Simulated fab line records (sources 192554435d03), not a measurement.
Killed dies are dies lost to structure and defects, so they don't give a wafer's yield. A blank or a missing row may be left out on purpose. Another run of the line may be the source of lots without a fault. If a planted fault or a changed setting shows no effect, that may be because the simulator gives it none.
Struck lot and sound lot, side by side ; flow n5_finfet ; 15 out of 1938 route steps
Sound: wafers L347.1, L347.2, L347.5. Struck: wafer L355.5 (left out: L355.3, a lot-mate that was not struck); the cause follows at the end.
Per side, at each step with rows, come the tool, then ch with its chambers, and then its first start. Under that, the readings that differ: sound wafers ; struck wafers ; difference of the means ; sigmas: that difference in standard deviations of wafers without a fault.
alike: readings with means less than 2 such deviations apart, plus words and numbers identical on both sides. not compared: withheld readings, readings lacking a value on some wafer, bounds such as >300 that could conceal the same value, and numbers that have no deviation in the record and whose values overlap.
Wherever a step has rows on one side only, a row that says differs or no value, or a row with sigmas, the two part there. Numbers that have no deviation but don't overlap get no sigmas and don't part them. Lack of a reading on every wafer of one side parts them only where that side has two or more wafers.

N5_GATE_CUT_STRIP_42: strips in O2.
  sound on rie_diel-01 ch 0,1,2, day 6 03:28; struck on rie_diel-02 ch 1, day 7 22:58
  alike: drypump_motor_current_A, o2_flow_sccm, oes_product_au, rf_vpp_V, showerhead_plenum_p_Torr, throttle_valve_pct
  not compared: rf_hours_counter_h
then, 4 steps without rows for these wafers: N5_GATE_CUT_ETCH_19 (etches SiNx in CH3F/O2, target depth 53.7 nm, time 76.7 s); N5_GATE_CUT_CUT_ETCH_53 (etches W in SF6/Cl2, target depth 79.2 nm); N5_GATE_CUT_CUT_ETCH_54 (etches TiN in Cl2/BCl3, target depth 96.7 nm); N5_GATE_CUT_CUT_ETCH_55 (etches HfO2 in BCl3, target depth 3.2 nm).
N5_GATE_CUT_ETCH_47: etches SiO2 in Cl2/BCl3, target depth 10 nm.
  sound on rie_metal-01 ch 0,1, day 6 03:46; struck on rie_metal-01 ch 1, day 7 23:17
  alike: bcl3_flow_sccm, drypump_motor_current_A, mfc_ar_sccm, oes_product_au, throttle_valve_pct
  not compared: rf_hours_counter_h
N5_GATE_CUT_VAPOR_ETCH_48: etches TiN in BCl3/Cl2.
  sound on rie_metal-01 ch 0,1, day 6 03:48; struck on rie_metal-01 ch 1, day 7 23:19
  alike: drypump_motor_current_A, oes_product_au
N5_GATE_CUT_VAPOR_ETCH_49: etches TiAlC in BCl3/Cl2.
  sound on rie_metal-01 ch 0,1, day 6 03:50; struck on rie_metal-01 ch 1, day 7 23:20
  alike: drypump_motor_current_A, oes_product_au
then, 1 step without rows for these wafers: N5_GATE_CUT_VAPOR_ETCH_51 (etches HfO2 in BCl3/Cl2).
N5_GATE_CUT_STRIP_21: strips in N2/H2, time 30 s.
  sound on plasma_asher-01 ch 0,1, day 6 03:55; struck on plasma_asher-02 ch 1, day 7 23:26
reading;sound;struck;difference;sigmas
heater_power_w (W);284 347 287;414;+108;+2
  alike: drypump_motor_current_A
  not compared: rf_hours_counter_h
then, 2 steps without rows for these wafers: N5_GATE_CUT_STRIP_29 (strips in post etch residue remover, time 60 s); N5_GATE_CUT_SRD_52 (time 30 s).
N5_GATE_CUT_ALD_22: deposits SiNx, target thk 16 nm, pulse time 1 s, ald cycles 320.
  sound on ald_sin-04 ch 0,1,3, day 6 04:04; struck on ald_sin-04 ch 0, day 7 23:34
reading;sound;struck;difference;sigmas
ald_cycles;320 320 320;487;+167;
model.SiNx_of_GATE_CUT_ALD_22.thk_nm (nm);16 16 16;24.4;+8.4;
  alike: heater_power_w, precursor_pulse_height_rel
N5_GATE_CUT_CMP_23: polishes, stops on SiO2, t overpolish 23.4 s, target thk 16 nm.
  sound on cmp-04 ch 0,3, day 6 05:34; struck on cmp-01 ch 0, day 8 01:10
reading;sound;struck;difference;sigmas
time_to_endpoint_s (s);21.7 21.4 18.7;24.6;+4.0;+2
model.SiNx_of_GATE_CUT_ALD_22.thk_nm (nm);16 16 16;15.4;-0.6;
  alike: edge_zone_pressure_frac, head_pressure_psi, motor_current_A
N5_GATE_CUT_THK_MEAS_24:
  struck on film_metro-02, day 8 01:21; sound on film_metro-02, day 6 05:51
  alike: GC_FILL_THK

== WHERE THEY PART ==
At N5_GATE_CUT_STRIP_21 first; at N5_GATE_CUT_CMP_23 last (within this record only). Later steps at which nothing parts them and some readings are alike: N5_GATE_CUT_THK_MEAS_24.

WHY: whatever the simulator had introduced
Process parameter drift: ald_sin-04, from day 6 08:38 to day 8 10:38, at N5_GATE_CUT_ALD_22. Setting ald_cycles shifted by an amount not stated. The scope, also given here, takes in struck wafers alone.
